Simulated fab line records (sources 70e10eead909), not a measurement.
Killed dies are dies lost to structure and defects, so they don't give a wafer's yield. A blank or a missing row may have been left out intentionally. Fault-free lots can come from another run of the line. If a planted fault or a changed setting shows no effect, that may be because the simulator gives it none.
Which of the tools did it? :: flow nandHarc :: 24 lots with 72 wafers sampled at 4 steps, on a route of 1159 steps

## WHAT EACH GAUGE READ, for each wafer
NHARC_A_M1_THK_MEAS_24: measures by xrf. Usual: thkNm 155.1 nm, standard deviation 1.8.
lot: L074
measured: day 18 01:14
on: filmMetro-02
thkNm (nm): 155.9 150.6 156.1
flag: 

lot: L075
measured: day 18 05:02
on: filmMetro-01
thkNm (nm): 155.5 156.8 158.2
flag: 

lot: L077
measured: day 18 05:25
on: filmMetro-01
thkNm (nm): 154.7 155.2 155.1
flag: 

lot: L076
measured: day 18 08:32
on: filmMetro-02
thkNm (nm): 156.1 156.7 156.1
flag: 

lot: L079
measured: day 18 10:26
on: filmMetro-02
thkNm (nm): 155.0 154.5 159.4
flag: 

lot: L078
measured: day 18 16:40
on: filmMetro-01
thkNm (nm): 154.6 152.7 156.7
flag: 

lot: L080
measured: day 19 03:50
on: filmMetro-01
thkNm (nm): 156.7 154.6 153.2
flag: 

lot: L082
measured: day 19 23:27
on: filmMetro-02
thkNm (nm): 155.2 155.7 156.0
flag: 

lot: L081
measured: day 19 23:38
on: filmMetro-02
thkNm (nm): 153.5 154.7 151.7
flag: 

lot: L083
measured: day 20 09:32
on: filmMetro-01
thkNm (nm): 154.7 155.2 153.8
flag: 

lot: L084
measured: day 20 13:14
on: filmMetro-02
thkNm (nm): 156.5 155.8 151.9
flag: 

lot: L085
measured: day 20 16:23
on: filmMetro-02
thkNm (nm): 153.3 154.4 153.6
flag: 

lot: L087
measured: day 21 04:37
on: filmMetro-01
thkNm (nm): 155.4 156.6 158.6
flag: 

lot: L086
measured: day 21 09:36
on: filmMetro-01
thkNm (nm): 154.0 154.0 153.3
flag: 

lot: L089
measured: day 22 05:14
on: filmMetro-01
thkNm (nm): 156.6 153.4 156.2
flag: 

lot: L088
measured: day 22 05:31
on: filmMetro-01
thkNm (nm): 155.2 152.1 158.4
flag: 

lot: L091
measured: day 22 19:07
on: filmMetro-01
thkNm (nm): 152.9 158.9 157.5
flag: 

lot: L090
measured: day 22 19:41
on: filmMetro-01
thkNm (nm): 155.5 155.4 157.9
flag: 

lot: L092
measured: day 23 01:01
on: filmMetro-01
thkNm (nm): 156.4 155.1 155.7
flag: 

lot: L094
measured: day 23 05:04
on: filmMetro-01
thkNm (nm): 158.1 155.7 157.2
flag: 

lot: L095
measured: day 23 08:12
on: filmMetro-02
thkNm (nm): 155.6 157.0 154.8
flag: 

lot: L096
measured: day 23 08:49
on: filmMetro-02
thkNm (nm): 153.4 153.1 151.2
flag: 

lot: L093
measured: day 23 17:31
on: filmMetro-01
thkNm (nm): 155.1 154.1 155.1
flag: 

lot: L097
measured: day 23 18:24
on: filmMetro-02
thkNm (nm): 156.3 155.1 155.2
flag: 

## WHAT TOOL EACH LOT RAN ON (gives the tool, then ch and the chambers of the sampled wafers, and finally the start)
lot: L074
NHARC_A_CONTACT_ETCH_30: rieDiel-05 ch 0,2,3, day 17 16:56 or earlier
NHARC_A_BLC_PVD_32: pvdSputter-03, day 17 16:56 or earlier
NHARC_A_M0_DESCUM_14: rieDiel-10 ch 0,1,3, day 17 16:56

lot: L075
NHARC_A_CONTACT_ETCH_30: rieDiel-07 ch 1,2,3, day 17 22:05 or earlier
NHARC_A_BLC_PVD_32: pvdSputter-01, day 17 22:05 or earlier
NHARC_A_M0_DESCUM_14: rieDiel-10 ch 0,2,3, day 17 22:05

lot: L077
NHARC_A_CONTACT_ETCH_30: rieDiel-11 ch 0,1,2, day 17 22:39 or earlier
NHARC_A_BLC_PVD_32: pvdSputter-01, day 17 22:39 or earlier
NHARC_A_M0_DESCUM_14: rieDiel-12 ch 0,1, day 17 22:39

lot: L076
NHARC_A_CONTACT_ETCH_30: rieDiel-07 ch 0,1, day 18 02:02 or earlier
NHARC_A_BLC_PVD_32: pvdSputter-02, day 18 02:02 or earlier
NHARC_A_M0_DESCUM_14: rieDiel-12 ch 0,1,2, day 18 02:02

lot: L079
NHARC_A_CONTACT_ETCH_30: rieDiel-11 ch 0,1,2, day 18 03:47 or earlier
NHARC_A_BLC_PVD_32: pvdSputter-01, day 18 03:47 or earlier
NHARC_A_M0_DESCUM_14: rieDiel-06 ch 0,2,3, day 18 03:47

lot: L078
NHARC_A_CONTACT_ETCH_30: rieDiel-05 ch 0,2, day 17 22:34
NHARC_A_BLC_PVD_32: pvdSputter-01, day 18 10:09 or earlier
NHARC_A_M0_DESCUM_14: rieDiel-10 ch 0,2,3, day 18 10:09

lot: L080
NHARC_A_CONTACT_ETCH_30: rieDiel-05 ch 0,2, day 18 21:22 or earlier
NHARC_A_BLC_PVD_32: pvdSputter-01, day 18 21:22 or earlier
NHARC_A_M0_DESCUM_14: rieDiel-12 ch 0,1,2, day 18 21:22

lot: L082
NHARC_A_CONTACT_ETCH_30: rieDiel-11 ch 1,2, day 19 16:35 or earlier
NHARC_A_BLC_PVD_32: pvdSputter-02, day 19 16:35 or earlier
NHARC_A_M0_DESCUM_14: rieDiel-06 ch 1,2,3, day 19 16:35

lot: L081
NHARC_A_CONTACT_ETCH_30: rieDiel-05 ch 2,3, day 19 17:02 or earlier
NHARC_A_BLC_PVD_32: pvdSputter-01, day 19 17:02 or earlier
NHARC_A_M0_DESCUM_14: rieDiel-06 ch 0,2,3, day 19 17:02

lot: L083
NHARC_A_CONTACT_ETCH_30: rieDiel-11 ch 2,3, day 20 02:41 or earlier
NHARC_A_BLC_PVD_32: pvdSputter-02, day 20 02:41 or earlier
NHARC_A_M0_DESCUM_14: rieDiel-12 ch 0,2, day 20 02:41

lot: L084
NHARC_A_CONTACT_ETCH_30: rieDiel-05 ch 0,1,2, day 20 06:37 or earlier
NHARC_A_BLC_PVD_32: pvdSputter-01, day 20 06:37 or earlier
NHARC_A_M0_DESCUM_14: rieDiel-06 ch 0,1, day 20 06:37

lot: L085
NHARC_A_CONTACT_ETCH_30: rieDiel-05 ch 0,2,3, day 20 09:38 or earlier
NHARC_A_BLC_PVD_32: pvdSputter-01, day 20 09:38 or earlier
NHARC_A_M0_DESCUM_14: rieDiel-06 ch 0,1,2, day 20 09:38

lot: L087
NHARC_A_CONTACT_ETCH_30: rieDiel-11 ch 0,1,2, day 20 22:05 or earlier
NHARC_A_BLC_PVD_32: pvdSputter-03, day 20 22:05 or earlier
NHARC_A_M0_DESCUM_14: rieDiel-12 ch 0,1,2, day 20 22:05

lot: L086
NHARC_A_CONTACT_ETCH_30: rieDiel-05 ch 1,2, day 21 03:02 or earlier
NHARC_A_BLC_PVD_32: pvdSputter-03, day 21 03:02 or earlier
NHARC_A_M0_DESCUM_14: rieDiel-06 ch 0,1, day 21 03:02

lot: L089
NHARC_A_CONTACT_ETCH_30: rieDiel-07 ch 0,1,2, day 21 22:37 or earlier
NHARC_A_BLC_PVD_32: pvdSputter-02, day 21 22:37 or earlier
NHARC_A_M0_DESCUM_14: rieDiel-06 ch 0,1, day 21 22:37

lot: L088
NHARC_A_CONTACT_ETCH_30: rieDiel-05 ch 0,3, day 21 22:56 or earlier
NHARC_A_BLC_PVD_32: pvdSputter-03, day 21 22:56 or earlier
NHARC_A_M0_DESCUM_14: rieDiel-10 ch 0,1, day 21 22:56

lot: L091
NHARC_A_CONTACT_ETCH_30: rieDiel-05 ch 0,1,3, day 22 12:24 or earlier
NHARC_A_BLC_PVD_32: pvdSputter-03, day 22 12:24 or earlier
NHARC_A_M0_DESCUM_14: rieDiel-12 ch 0,1,3, day 22 12:24

lot: L090
NHARC_A_CONTACT_ETCH_30: rieDiel-07 ch 1,2,3, day 22 13:04 or earlier
NHARC_A_BLC_PVD_32: pvdSputter-01, day 22 13:04 or earlier
NHARC_A_M0_DESCUM_14: rieDiel-12 ch 1,2,3, day 22 13:04

lot: L092
NHARC_A_CONTACT_ETCH_30: rieDiel-05 ch 2,3, day 22 18:06 or earlier
NHARC_A_BLC_PVD_32: pvdSputter-03, day 22 18:06 or earlier
NHARC_A_M0_DESCUM_14: rieDiel-12 ch 0,2,3, day 22 18:06

lot: L094
NHARC_A_CONTACT_ETCH_30: rieDiel-07 ch 2,3, day 22 22:13 or earlier
NHARC_A_BLC_PVD_32: pvdSputter-02, day 22 22:13 or earlier
NHARC_A_M0_DESCUM_14: rieDiel-10 ch 0,1,3, day 22 22:13

lot: L095
NHARC_A_CONTACT_ETCH_30: rieDiel-11 ch 0,1,3, day 22 14:50
NHARC_A_BLC_PVD_32: pvdSputter-03, day 23 00:31 or earlier
NHARC_A_M0_DESCUM_14: rieDiel-06 ch 0,1,3, day 23 00:31

lot: L096
NHARC_A_CONTACT_ETCH_30: rieDiel-07 ch 0,1,3, day 23 01:37 or earlier
NHARC_A_BLC_PVD_32: pvdSputter-03, day 23 01:37 or earlier
NHARC_A_M0_DESCUM_14: rieDiel-12 ch 1,3, day 23 01:37

lot: L093
NHARC_A_CONTACT_ETCH_30: rieDiel-11 ch 0,1,3, day 23 11:08 or earlier
NHARC_A_BLC_PVD_32: pvdSputter-02, day 23 11:08 or earlier
NHARC_A_M0_DESCUM_14: rieDiel-06 ch 0,1,2, day 23 11:08

lot: L097
NHARC_A_CONTACT_ETCH_30: rieDiel-07 ch 0,1,2, day 23 11:52 or earlier
NHARC_A_BLC_PVD_32: pvdSputter-02, day 23 11:52 or earlier
NHARC_A_M0_DESCUM_14: rieDiel-10 ch 0,1,3, day 23 11:52
- NHARC_A_CONTACT_ETCH_30: etches the open film in CF4/CHF3, target depth 60.5 nm, time 30.2 s.
- NHARC_A_BLC_PVD_32: deposits Ti, target thk 5 nm, time 17.7 s.
- NHARC_A_M0_DESCUM_14: chemistry O2, time 3 s.

## AS READ BY THE TOOLS THEMSELVES (means over the sampled wafers that have a number; for cases with no such wafer, the mark the record gives instead)
NHARC_A_CONTACT_ETCH_30. Usual: drypumpMotorCurrentA 5.7 A, standard deviation 0.47; oesProductAu 0.937 a.u., standard deviation 0.022; rfVppV 369.3 V, standard deviation 2.2; showerheadPlenumPTorr 1.53 Torr, standard deviation 0.064; throttleValvePct 16.801 %, standard deviation 0.0091.
lot: L074
tool: rieDiel-05
drypumpMotorCurrentA (A): 5.6
oesProductAu (a.u.): 0.929
rfVppV (V): 368.2
showerheadPlenumPTorr (Torr): 1.50
throttleValvePct (%): 16.802
flag: 

lot: L075
tool: rieDiel-07
drypumpMotorCurrentA (A): 6.2
oesProductAu (a.u.): 0.925
rfVppV (V): 372.5
showerheadPlenumPTorr (Torr): 1.61
throttleValvePct (%): 16.807
flag: 

lot: L077
tool: rieDiel-11
drypumpMotorCurrentA (A): 5.4
oesProductAu (a.u.): 0.921
rfVppV (V): 369.7
showerheadPlenumPTorr (Torr): 1.53
throttleValvePct (%): 16.813
flag: 

lot: L076
tool: rieDiel-07
drypumpMotorCurrentA (A): 5.7
oesProductAu (a.u.): 0.990
rfVppV (V): 368.3
showerheadPlenumPTorr (Torr): 1.51
throttleValvePct (%): 16.805
flag: 

lot: L079
tool: rieDiel-11
drypumpMotorCurrentA (A): 5.4
oesProductAu (a.u.): 0.958
rfVppV (V): 369.3
showerheadPlenumPTorr (Torr): 1.53
throttleValvePct (%): 16.797
flag: 

lot: L078
tool: rieDiel-05
drypumpMotorCurrentA (A): 5.6
oesProductAu (a.u.): 0.918
rfVppV (V): 367.7
showerheadPlenumPTorr (Torr): 1.49
throttleValvePct (%): 16.802
flag: 

lot: L080
tool: rieDiel-05
drypumpMotorCurrentA (A): 5.6
oesProductAu (a.u.): 0.921
rfVppV (V): 368.5
showerheadPlenumPTorr (Torr): 1.49
throttleValvePct (%): 16.804
flag: 

lot: L082
tool: rieDiel-11
drypumpMotorCurrentA (A): 5.1
oesProductAu (a.u.): 0.921
rfVppV (V): 368.0
showerheadPlenumPTorr (Torr): 1.49
throttleValvePct (%): 16.805
flag: 

lot: L081
tool: rieDiel-05
drypumpMotorCurrentA (A): 5.5
oesProductAu (a.u.): 0.933
rfVppV (V): 368.8
showerheadPlenumPTorr (Torr): 1.51
throttleValvePct (%): 16.806
flag: 

lot: L083
tool: rieDiel-11
drypumpMotorCurrentA (A): 5.2
oesProductAu (a.u.): 0.961
rfVppV (V): 367.5
showerheadPlenumPTorr (Torr): 1.50
throttleValvePct (%): 16.790
flag: 

lot: L084
tool: rieDiel-05
drypumpMotorCurrentA (A): 5.5
oesProductAu (a.u.): 0.920
rfVppV (V): 368.9
showerheadPlenumPTorr (Torr): 1.50
throttleValvePct (%): 16.798
flag: 

lot: L085
tool: rieDiel-05
drypumpMotorCurrentA (A): 5.5
oesProductAu (a.u.): 0.930
rfVppV (V): 368.0
showerheadPlenumPTorr (Torr): 1.50
throttleValvePct (%): 16.799
flag: 

lot: L087
tool: rieDiel-11
drypumpMotorCurrentA (A): 5.4
oesProductAu (a.u.): 0.971
rfVppV (V): 369.2
showerheadPlenumPTorr (Torr): 1.52
throttleValvePct (%): 16.795
flag: 

lot: L086
tool: rieDiel-05
drypumpMotorCurrentA (A): 5.5
oesProductAu (a.u.): 0.928
rfVppV (V): 369.3
showerheadPlenumPTorr (Torr): 1.52
throttleValvePct (%): 16.804
flag: 

lot: L089
tool: rieDiel-07
drypumpMotorCurrentA (A): 6.1
oesProductAu (a.u.): 0.930
rfVppV (V): 371.3
showerheadPlenumPTorr (Torr): 1.62
throttleValvePct (%): 16.796
flag: 

lot: L088
tool: rieDiel-05
drypumpMotorCurrentA (A): 5.6
oesProductAu (a.u.): 0.933
rfVppV (V): 368.1
showerheadPlenumPTorr (Torr): 1.48
throttleValvePct (%): 16.799
flag: 

lot: L091
tool: rieDiel-05
drypumpMotorCurrentA (A): 5.5
oesProductAu (a.u.): 0.934
rfVppV (V): 367.6
showerheadPlenumPTorr (Torr): 1.50
throttleValvePct (%): 16.800
flag: 

lot: L090
tool: rieDiel-07
drypumpMotorCurrentA (A): 6.2
oesProductAu (a.u.): 0.967
rfVppV (V): 371.5
showerheadPlenumPTorr (Torr): 1.60
throttleValvePct (%): 16.797
flag: 

lot: L092
tool: rieDiel-05
drypumpMotorCurrentA (A): 5.5
oesProductAu (a.u.): 0.975
rfVppV (V): 368.3
showerheadPlenumPTorr (Torr): 1.51
throttleValvePct (%): 16.799
flag: 

lot: L094
tool: rieDiel-07
drypumpMotorCurrentA (A): 6.3
oesProductAu (a.u.): 0.919
rfVppV (V): 370.4
showerheadPlenumPTorr (Torr): 1.57
throttleValvePct (%): 16.803
flag: 

lot: L095
tool: rieDiel-11
drypumpMotorCurrentA (A): 5.5
oesProductAu (a.u.): 0.922
rfVppV (V): 368.5
showerheadPlenumPTorr (Torr): 1.51
throttleValvePct (%): 16.794
flag: 

lot: L096
tool: rieDiel-07
drypumpMotorCurrentA (A): 5.7
oesProductAu (a.u.): 0.936
rfVppV (V): 372.5
showerheadPlenumPTorr (Torr): 1.65
throttleValvePct (%): 16.804
flag: 

lot: L093
tool: rieDiel-11
drypumpMotorCurrentA (A): 5.5
oesProductAu (a.u.): 0.922
rfVppV (V): 368.4
showerheadPlenumPTorr (Torr): 1.51
throttleValvePct (%): 16.802
flag: 

lot: L097
tool: rieDiel-07
drypumpMotorCurrentA (A): 6.1
oesProductAu (a.u.): 0.924
rfVppV (V): 371.8
showerheadPlenumPTorr (Torr): 1.61
throttleValvePct (%): 16.803
flag: 

NHARC_A_BLC_PVD_32. Usual: throttleValvePct 30.4 %, standard deviation 0.99.
lot: L074
tool: pvdSputter-03
throttleValvePct (%): 31.1
flag: 

lot: L075
tool: pvdSputter-01
throttleValvePct (%): 30.6
flag: 

lot: L077
tool: pvdSputter-01
throttleValvePct (%): 30.3
flag: 

lot: L076
tool: pvdSputter-02
throttleValvePct (%): 29.4
flag: 

lot: L079
tool: pvdSputter-01
throttleValvePct (%): 30.1
flag: 

lot: L078
tool: pvdSputter-01
throttleValvePct (%): 30.1
flag: 

lot: L080
tool: pvdSputter-01
throttleValvePct (%): 30.4
flag: 

lot: L082
tool: pvdSputter-02
throttleValvePct (%): 30.4
flag: 

lot: L081
tool: pvdSputter-01
throttleValvePct (%): 30.6
flag: 

lot: L083
tool: pvdSputter-02
throttleValvePct (%): 29.3
flag: 

lot: L084
tool: pvdSputter-01
throttleValvePct (%): 30.9
flag: 

lot: L085
tool: pvdSputter-01
throttleValvePct (%): 30.3
flag: 

lot: L087
tool: pvdSputter-03
throttleValvePct (%): 30.6
flag: 

lot: L086
tool: pvdSputter-03
throttleValvePct (%): 31.3
flag: 

lot: L089
tool: pvdSputter-02
throttleValvePct (%): 30.8
flag: 

lot: L088
tool: pvdSputter-03
throttleValvePct (%): 30.9
flag: 

lot: L091
tool: pvdSputter-03
throttleValvePct (%): 31.1
flag: 

lot: L090
tool: pvdSputter-01
throttleValvePct (%): 30.0
flag: 

lot: L092
tool: pvdSputter-03
throttleValvePct (%): 31.2
flag: 

lot: L094
tool: pvdSputter-02
throttleValvePct (%): 29.9
flag: 

lot: L095
tool: pvdSputter-03
throttleValvePct (%): 31.0
flag: 

lot: L096
tool: pvdSputter-03
throttleValvePct (%): 30.7
flag: 

lot: L093
tool: pvdSputter-02
throttleValvePct (%): 29.4
flag: 

lot: L097
tool: pvdSputter-02
throttleValvePct (%): 30.1
flag: 

NHARC_A_M0_DESCUM_14. Usual: drypumpMotorCurrentA 5.8 A, standard deviation 0.46; o2FlowSccm 200.0 sccm, standard deviation 0.6; oesProductAu 0.997 a.u., standard deviation 0.012; rfVppV 57.9 V, standard deviation 0.96; showerheadPlenumPTorr 1.94 Torr, standard deviation 0.11; throttleValvePct 11.311 %, standard deviation 0.0094.
lot: L074
tool: rieDiel-10
drypumpMotorCurrentA (A): 5.5
o2FlowSccm (sccm): 199.9
oesProductAu (a.u.): 0.999
rfVppV (V): 57.6
showerheadPlenumPTorr (Torr): 1.88
throttleValvePct (%): 11.300
flag: 

lot: L075
tool: rieDiel-10
drypumpMotorCurrentA (A): 5.4
o2FlowSccm (sccm): 200.1
oesProductAu (a.u.): 0.987
rfVppV (V): 57.4
showerheadPlenumPTorr (Torr): 1.82
throttleValvePct (%): 11.300
flag: 

lot: L077
tool: rieDiel-12
drypumpMotorCurrentA (A): 6.2
o2FlowSccm (sccm): 199.5
oesProductAu (a.u.): 0.998
rfVppV (V): 58.4
showerheadPlenumPTorr (Torr): 2.01
throttleValvePct (%): 11.312
flag: 

lot: L076
tool: rieDiel-12
drypumpMotorCurrentA (A): 6.0
o2FlowSccm (sccm): 200.3
oesProductAu (a.u.): 1.011
rfVppV (V): 58.0
showerheadPlenumPTorr (Torr): 2.04
throttleValvePct (%): 11.314
flag: 

lot: L079
tool: rieDiel-06
drypumpMotorCurrentA (A): 5.9
o2FlowSccm (sccm): 199.7
oesProductAu (a.u.): 1.002
rfVppV (V): 58.3
showerheadPlenumPTorr (Torr): 2.03
throttleValvePct (%): 11.312
flag: 

lot: L078
tool: rieDiel-10
drypumpMotorCurrentA (A): 5.4
o2FlowSccm (sccm): 199.6
oesProductAu (a.u.): 0.980
rfVppV (V): 57.3
showerheadPlenumPTorr (Torr): 1.82
throttleValvePct (%): 11.311
flag: 

lot: L080
tool: rieDiel-12
drypumpMotorCurrentA (A): 6.0
o2FlowSccm (sccm): 200.6
oesProductAu (a.u.): 1.008
rfVppV (V): 57.9
showerheadPlenumPTorr (Torr): 2.03
throttleValvePct (%): 11.312
flag: 

lot: L082
tool: rieDiel-06
drypumpMotorCurrentA (A): 6.1
o2FlowSccm (sccm): 199.6
oesProductAu (a.u.): 0.999
rfVppV (V): 58.2
showerheadPlenumPTorr (Torr): 1.96
throttleValvePct (%): 11.314
flag: 

lot: L081
tool: rieDiel-06
drypumpMotorCurrentA (A): 5.9
o2FlowSccm (sccm): 199.9
oesProductAu (a.u.): 1.002
rfVppV (V): 58.6
showerheadPlenumPTorr (Torr): 2.03
throttleValvePct (%): 11.315
flag: 

lot: L083
tool: rieDiel-12
drypumpMotorCurrentA (A): 5.7
o2FlowSccm (sccm): 200.5
oesProductAu (a.u.): 1.003
rfVppV (V): 58.6
showerheadPlenumPTorr (Torr): 2.06
throttleValvePct (%): 11.315
flag: 

lot: L084
tool: rieDiel-06
drypumpMotorCurrentA (A): 5.7
o2FlowSccm (sccm): 200.0
oesProductAu (a.u.): 1.009
rfVppV (V): 57.3
showerheadPlenumPTorr (Torr): 1.85
throttleValvePct (%): 11.312
flag: 

lot: L085
tool: rieDiel-06
drypumpMotorCurrentA (A): 5.7
o2FlowSccm (sccm): 200.8
oesProductAu (a.u.): 1.006
rfVppV (V): 57.9
showerheadPlenumPTorr (Torr): 1.94
throttleValvePct (%): 11.323
flag: 

lot: L087
tool: rieDiel-12
drypumpMotorCurrentA (A): 6.0
o2FlowSccm (sccm): 199.7
oesProductAu (a.u.): 0.991
rfVppV (V): 58.2
showerheadPlenumPTorr (Torr): 2.03
throttleValvePct (%): 11.313
flag: 

lot: L086
tool: rieDiel-06
drypumpMotorCurrentA (A): 5.5
o2FlowSccm (sccm): 199.7
oesProductAu (a.u.): 0.998
rfVppV (V): 57.1
showerheadPlenumPTorr (Torr): 1.92
throttleValvePct (%): 11.316
flag: 

lot: L089
tool: rieDiel-06
drypumpMotorCurrentA (A): 5.7
o2FlowSccm (sccm): 200.2
oesProductAu (a.u.): 0.999
rfVppV (V): 57.5
showerheadPlenumPTorr (Torr): 1.85
throttleValvePct (%): 11.304
flag: 

lot: L088
tool: rieDiel-10
drypumpMotorCurrentA (A): 5.4
o2FlowSccm (sccm): 200.2
oesProductAu (a.u.): 1.001
rfVppV (V): 57.4
showerheadPlenumPTorr (Torr): 1.89
throttleValvePct (%): 11.314
flag: 

lot: L091
tool: rieDiel-12
drypumpMotorCurrentA (A): 6.2
o2FlowSccm (sccm): 200.0
oesProductAu (a.u.): 0.986
rfVppV (V): 57.5
showerheadPlenumPTorr (Torr): 1.94
throttleValvePct (%): 11.308
flag: 

lot: L090
tool: rieDiel-12
drypumpMotorCurrentA (A): 5.8
o2FlowSccm (sccm): 200.1
oesProductAu (a.u.): 0.991
rfVppV (V): 57.4
showerheadPlenumPTorr (Torr): 1.94
throttleValvePct (%): 11.313
flag: 

lot: L092
tool: rieDiel-12
drypumpMotorCurrentA (A): 5.9
o2FlowSccm (sccm): 200.2
oesProductAu (a.u.): 0.988
rfVppV (V): 58.0
showerheadPlenumPTorr (Torr): 1.96
throttleValvePct (%): 11.317
flag: 

lot: L094
tool: rieDiel-10
drypumpMotorCurrentA (A): 5.5
o2FlowSccm (sccm): 200.3
oesProductAu (a.u.): 0.996
rfVppV (V): 57.5
showerheadPlenumPTorr (Torr): 1.87
throttleValvePct (%): 11.307
flag: 

lot: L095
tool: rieDiel-06
drypumpMotorCurrentA (A): 5.9
o2FlowSccm (sccm): 200.1
oesProductAu (a.u.): 0.993
rfVppV (V): 58.0
showerheadPlenumPTorr (Torr): 1.94
throttleValvePct (%): 11.309
flag: 

lot: L096
tool: rieDiel-12
drypumpMotorCurrentA (A): 6.0
o2FlowSccm (sccm): 199.9
oesProductAu (a.u.): 0.979
rfVppV (V): 57.0
showerheadPlenumPTorr (Torr): 1.85
throttleValvePct (%): 11.311
flag: 

lot: L093
tool: rieDiel-06
drypumpMotorCurrentA (A): 5.7
o2FlowSccm (sccm): 199.4
oesProductAu (a.u.): 1.004
rfVppV (V): 58.6
showerheadPlenumPTorr (Torr): 1.93
throttleValvePct (%): 11.306
flag: 

lot: L097
tool: rieDiel-10
drypumpMotorCurrentA (A): 5.6
o2FlowSccm (sccm): 200.0
oesProductAu (a.u.): 1.000
rfVppV (V): 57.4
showerheadPlenumPTorr (Torr): 1.87
throttleValvePct (%): 11.317
flag: 

## THE ANSWER, worked out from the rows above alone
Rule: a lot is off if the mean of its wafers that have a number lies more than 3 standard deviations from the usual mean. A lot without any number at a reading at which 4 lots or more have one is off too. Any other lot the step has rows for is counted as sound. The gauges are gone through in route order, then the tools' own readings, and for those a lot's mean is taken as printed above. The first step at which some lot is off is used, and at that step the reading that is off furthest; a lot without a number counts as furthest.
No lot is off on any of the readings shown, so nothing can be concluded from this.

## WHAT THE SIMULATOR PUT IN
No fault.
